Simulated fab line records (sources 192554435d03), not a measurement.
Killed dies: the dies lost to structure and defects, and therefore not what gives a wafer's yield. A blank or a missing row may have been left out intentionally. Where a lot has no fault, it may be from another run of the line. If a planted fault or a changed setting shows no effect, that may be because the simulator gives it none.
The tool behind it: which one? + flow n5Finfet + Sampling: 24 lots, 72 wafers, 2 of 1938 route steps

== WHAT THE GAUGES SHOWED, per wafer ==
N5_MOL_CONTACT_COAG_CD_MEAS_08: the cd target is 28 nm. Usual: cdNm at 28.1 nm, with a standard deviation of 0.33.
| lot  | measured     | on       | cdNm (nm)      | flag |
|------|--------------|----------|----------------|------|
| L074 | day 4 15:43  | cdSem-01 | 27.9 27.9 28.5 |      |
| L075 | day 5 02:21  | cdSem-03 | 27.8 28.4 28.6 |      |
| L076 | day 5 04:05  | cdSem-02 | 28.3 28.2 27.9 |      |
| L077 | day 5 14:47  | cdSem-03 | 28.1 27.6 27.7 |      |
| L078 | day 5 15:46  | cdSem-01 | 28.4 28.5 28.3 |      |
| L079 | day 6 01:08  | cdSem-02 | 28.3 28.3 27.9 |      |
| L080 | day 6 02:42  | cdSem-02 | 28.2 27.4 28.0 |      |
| L081 | day 6 09:10  | cdSem-02 | 28.1 28.6 28.1 |      |
| L082 | day 6 18:45  | cdSem-02 | 28.2 28.0 28.1 |      |
| L083 | day 6 22:17  | cdSem-03 | 28.1 27.8 28.3 |      |
| L084 | day 7 08:04  | cdSem-01 | 28.1 27.9 27.7 |      |
| L085 | day 7 09:56  | cdSem-01 | 28.0 28.0 28.1 |      |
| L086 | day 7 18:43  | cdSem-03 | 27.7 27.0 27.3 |      |
| L087 | day 8 01:23  | cdSem-02 | 28.2 28.2 28.0 |      |
| L088 | day 8 03:50  | cdSem-02 | 28.3 28.5 28.6 |      |
| L089 | day 8 12:10  | cdSem-03 | 28.3 27.9 28.3 |      |
| L090 | day 8 13:37  | cdSem-01 | 28.3 28.1 28.8 |      |
| L091 | day 8 21:56  | cdSem-02 | 28.7 28.6 28.3 |      |
| L092 | day 9 09:01  | cdSem-03 | 28.1 28.3 27.9 |      |
| L093 | day 9 10:04  | cdSem-03 | 27.8 27.9 27.8 |      |
| L094 | day 9 15:21  | cdSem-02 | 28.1 28.2 28.2 |      |
| L095 | day 10 00:37 | cdSem-01 | 27.7 27.8 27.7 |      |
| L096 | day 10 05:24 | cdSem-01 | 28.4 28.4 27.9 |      |
| L097 | day 10 09:59 | cdSem-03 | 27.8 28.1 27.7 |      |

== EACH LOT AND THE TOOL THAT RAN IT (in order: tool; ch and the chambers of the sampled wafers; start) ==
| lot  | N5_GATE_CUT_VAPOR_ETCH_51        |
|------|----------------------------------|
| L074 | rieMetal-02 ch 0,1, day 4 12:37  |
| L075 | rieMetal-03 ch 0,1, day 4 22:31  |
| L076 | rieMetal-01 ch 1, day 5 00:51    |
| L077 | rieMetal-01 ch 0,1, day 5 11:31  |
| L078 | rieMetal-03 ch 0,1, day 5 12:14  |
| L079 | rieMetal-02 ch 1, day 5 20:29    |
| L080 | rieMetal-01 ch 0,1, day 5 23:39  |
| L081 | rieMetal-03 ch 0,1, day 6 06:08  |
| L082 | rieMetal-02 ch 0,1, day 6 15:43  |
| L083 | rieMetal-01 ch 0,1, day 6 19:15  |
| L084 | rieMetal-02 ch 0,1, day 7 04:55  |
| L085 | rieMetal-02 ch 1, day 7 06:53    |
| L086 | rieMetal-01 ch 0,1, day 7 15:34  |
| L087 | rieMetal-03 ch 0,1, day 7 22:22  |
| L088 | rieMetal-02 ch 0,1, day 8 00:41  |
| L089 | rieMetal-03 ch 0,1, day 8 08:53  |
| L090 | rieMetal-01 ch 0,1, day 8 10:35  |
| L091 | rieMetal-02 ch 0,1, day 8 18:33  |
| L092 | rieMetal-02 ch 1, day 9 05:52    |
| L093 | rieMetal-02 ch 0,1, day 9 06:49  |
| L094 | rieMetal-01 ch 0,1, day 9 11:59  |
| L095 | rieMetal-02 ch 0,1, day 9 21:13  |
| L096 | rieMetal-03 ch 0,1, day 10 02:14 |
| L097 | rieMetal-01 ch 0,1, day 10 06:50 |
- N5_GATE_CUT_VAPOR_ETCH_51: etches HfO2 in BCl3/Cl2.

== AS READ BY THE TOOLS THEMSELVES (means over the sampled wafers that have a number; for cases with no such wafer, the mark the record gives instead) ==
N5_GATE_CUT_VAPOR_ETCH_51. Usual: drypumpMotorCurrentA 5.5 A, standard deviation 0.48; oesProductAu 0.79 a.u., standard deviation 0.14.
| lot  | tool        | drypumpMotorCurrentA (A) | oesProductAu (a.u.) | flag |
|------|-------------|--------------------------|---------------------|------|
| L074 | rieMetal-02 | 5.3                      | 0.62                |      |
| L075 | rieMetal-03 | 6.0                      | 0.92                |      |
| L076 | rieMetal-01 | 5.9                      | 0.91                |      |
| L077 | rieMetal-01 | 5.7                      | 0.70                |      |
| L078 | rieMetal-03 | 6.0                      | 0.90                |      |
| L079 | rieMetal-02 | 4.7                      | 0.67                |      |
| L080 | rieMetal-01 | 5.7                      | 0.80                |      |
| L081 | rieMetal-03 | 6.0                      | 0.80                |      |
| L082 | rieMetal-02 | 5.3                      | 0.85                |      |
| L083 | rieMetal-01 | 5.8                      | 0.78                |      |
| L084 | rieMetal-02 | 5.0                      | 0.75                |      |
| L085 | rieMetal-02 | 4.7                      | 0.66                |      |
| L086 | rieMetal-01 | 5.7                      | 0.78                |      |
| L087 | rieMetal-03 | 6.0                      | 0.87                |      |
| L088 | rieMetal-02 | 5.0                      | 0.74                |      |
| L089 | rieMetal-03 | 6.0                      | 0.78                |      |
| L090 | rieMetal-01 | 5.7                      | 0.94                |      |
| L091 | rieMetal-02 | 5.3                      | 0.82                |      |
| L092 | rieMetal-02 | 4.7                      | 0.64                |      |
| L093 | rieMetal-02 | 5.0                      | 0.74                |      |
| L094 | rieMetal-01 | 5.8                      | 0.89                |      |
| L095 | rieMetal-02 | 5.3                      | 0.81                |      |
| L096 | rieMetal-03 | 6.0                      | 0.77                |      |
| L097 | rieMetal-01 | 5.7                      | 0.89                |      |

== THE ANSWER, worked out from the rows above alone ==
Rule: a lot counts as off when the mean over its wafers that have a number is more than 3 standard deviations away from the usual mean. A lot without any number at a reading at which 4 lots or more have one is off too. The other lots that the step has rows for count as sound. First the gauges in route order, then the tools' own readings, where a lot's mean is used as printed above. The first step at which some lot is off is used, and at that step the reading that is off furthest; a lot without a number counts as furthest.
None of the lots is off at any reading shown; this tells nothing.

== WHAT WAS PUT IN BY THE SIMULATOR ==
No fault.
